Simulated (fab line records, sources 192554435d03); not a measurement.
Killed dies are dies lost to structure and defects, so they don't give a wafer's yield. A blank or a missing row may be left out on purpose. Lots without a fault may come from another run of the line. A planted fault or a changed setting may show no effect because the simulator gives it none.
Split-lot experiment | flow n5_finfet | 7 lots, 21 wafers read, on a route of 1938 steps

THE SPLIT
At N5_BEOL_M4_COAT_73 (time 60 s, resist thk 5 nm), the setting spin_rpm was moved away from the recipe's 1500 rpm on 7 of the 21 wafers read, by -9.5% to +9.3%. The other wafers ran this setting at the recipe's value.

FROM THE SPLIT TO THE READING: what the file shows between them, 4 steps
- N5_BEOL_M4_EXPOSE_08: exposes mask M4 (also split here: dose_mj)
- N5_BEOL_M4_PEB_09: peb time 60 s
- N5_BEOL_M4_DEVELOP_10: develop time 30 s
- N5_BEOL_M4_DESCUM_16: chemistry O2, time 7 s

THE READING
etch.depth_nm (the simulator's own value, which no gauge read), in nm, at N5_BEOL_M4_ETCH_74 (etches underlayer in N2/H2, target depth 6.5 nm, time 5.2 s). The file gives no usual value for it. The 14 wafers here that ran the recipe average 4.994 nm, standard deviation 0.0083 nm.

wafer  | tool, chamber at the split | spin_rpm as run, rpm | against the recipe | etch.depth_nm, nm | against lot-mates on the recipe
L074.1 | litho_track-01, 0          | 1544                 | +2.9%              | 4.934             | -0.073
L074.4 | litho_track-01, 0          | 1500                 | recipe             | 5.007             | -
L074.5 | litho_track-01, 0          | 1544                 | +2.9%              | 4.929             | -0.078
L075.3 | litho_track-05, 0          | 1500                 | recipe             | 4.986             | -
L075.4 | litho_track-05, 0          | 1500                 | recipe             | 4.996             | -
L075.5 | litho_track-05, 0          | 1500                 | recipe             | 4.997             | -
L086.2 | litho_track-05, 0          | 1500                 | recipe             | 5                 | -
L086.3 | litho_track-05, 0          | 1500                 | recipe             | 4.989             | -
L086.4 | litho_track-05, 0          | 1500                 | recipe             | 5.001             | -
L085.2 | litho_track-05, 0          | 1500                 | recipe             | 5.005             | -
L085.3 | litho_track-05, 0          | 1640                 | +9.3%              | 4.778             | -0.221
L085.4 | litho_track-05, 0          | 1500                 | recipe             | 4.992             | -
L089.2 | litho_track-01, 0          | 1500                 | recipe             | 4.977             | -
L089.4 | litho_track-01, 0          | 1620                 | +8.0%              | 4.778             | -0.211
L089.5 | litho_track-01, 0          | 1500                 | recipe             | 5                 | -
L095.3 | litho_track-05, 0          | 1358                 | -9.5%              | 5.25              | +0.251
L095.4 | litho_track-05, 0          | 1500                 | recipe             | 4.999             | -
L095.5 | litho_track-05, 0          | 1358                 | -9.5%              | 5.247             | +0.248
L096.3 | litho_track-03, 0          | 1500                 | recipe             | 4.983             | -
L096.5 | litho_track-03, 0          | 1555                 | +3.7%              | 4.903             | -0.083
L096.6 | litho_track-03, 0          | 1500                 | recipe             | 4.99              | -

THE FIT
A straight line over all 21 wafers: etch.depth_nm changes by -0.0257 nm for each +1% of spin_rpm; r = -1.00; the points scatter about the line by 0.01 nm.
The same after taking each lot's own level away (the mean of its wafers on the recipe; 21 wafers): -0.0256 nm for each +1%; r = -1.00; scatter 0.0075 nm.
On that fit, the largest move of spin_rpm shifts the reading by 0.24 nm.
The lots' own levels span 4.9865 to 5.0070 nm, that is 2.5 times the standard deviation above.
So the lot-to-lot level changes the slope little: the two slopes agree.
Check: with one of the wafers moved furthest among these (-9.5%) left out of the fit, the line predicts +0.24 nm for it against its lot-mates. It came out at +0.251 nm against them.

OTHER SPLITS ON THESE WAFERS
These wafers also went through other splits before the reading. Each is held against what the fit with the lots' levels taken away leaves over:
other split on the same wafers | wafers away from the commonest value | r with etch.depth_nm (lot level and that fit taken away)
N5_BEOL_M2_PECVD_72 time_s     | 6                                    | -0.12
N5_BEOL_M3_ILD_DEP_00 time_s   | 8                                    | +0.05
N5_BEOL_M3_COAT_05 spin_rpm    | 10                                   | -0.23
N5_BEOL_M3_ETCH_70 time_s      | 4                                    | -0.03
N5_BEOL_M4_EXPOSE_08 dose_mj   | 6                                    | -0.15

THE FILE'S OWN FIT
etch.depth_nm changes by -0.0252 nm for each +1% of spin_rpm, r = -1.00.
